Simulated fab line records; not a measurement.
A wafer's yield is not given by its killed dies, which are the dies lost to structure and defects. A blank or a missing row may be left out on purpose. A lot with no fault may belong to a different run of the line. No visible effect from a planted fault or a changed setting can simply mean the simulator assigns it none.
Matching of chambers + flow n5Finfet + cvdCo-02 running N5_BEOL_M1_PRE_CLEAN_60: 3 sister chambers
The step time 15 s. 3 wafers are shown with their chamber, then 12 later ones without.

## EACH WAFER AND ITS CHAMBER
| wafer  | chamber | heaterPowerOuterW (W) |
|--------|---------|-----------------------|
| L090.3 | 0       | 20                    |
| L090.4 | 1       | 40                    |
| L090.6 | 2       | 33                    |

## WAFERS WHOSE CHAMBER IS MISSING
| wafer  | heaterPowerOuterW (W) |
|--------|-----------------------|
| L093.1 | 20                    |
| L093.5 | 19                    |
| L093.6 | 40                    |
| L095.2 | 40                    |
| L095.3 | 34                    |
| L095.4 | 40                    |
| L092.4 | 34                    |
| L092.5 | 20                    |
| L092.6 | 41                    |
| L097.1 | 40                    |
| L097.2 | 20                    |
| L097.3 | 33                    |

## WHICH CHAMBER EACH WENT THROUGH
| wafer  | from the rows above | in truth |
|--------|---------------------|----------|
| L093.1 | 0                   | 0        |
| L093.5 | 0                   | 0        |
| L093.6 | 1                   | 1        |
| L095.2 | 1                   | 1        |
| L095.3 | 2                   | 2        |
| L095.4 | 1                   | 1        |
| L092.4 | 2                   | 2        |
| L092.5 | 0                   | 0        |
| L092.6 | 1                   | 1        |
| L097.1 | 1                   | 1        |
| L097.2 | 0                   | 0        |
| L097.3 | 2                   | 2        |
12 of 12 placed correctly. Not placeable from these rows: 0. Wrongly placed: 0.
How it was worked out, from the rows above alone: a wafer's distance from a chamber is the root of the sum, over the readings, of the square of ((its reading less the chamber's mean) divided by the reading's scatter). The wafer belongs to the nearest chamber; if the next one is less than 2 further off, it can't be placed. Each chamber's mean is taken over the wafers shown for it. The scatter: with one shown wafer a chamber, the root of the mean of the squares of how far each hidden wafer lies from its nearest shown one.
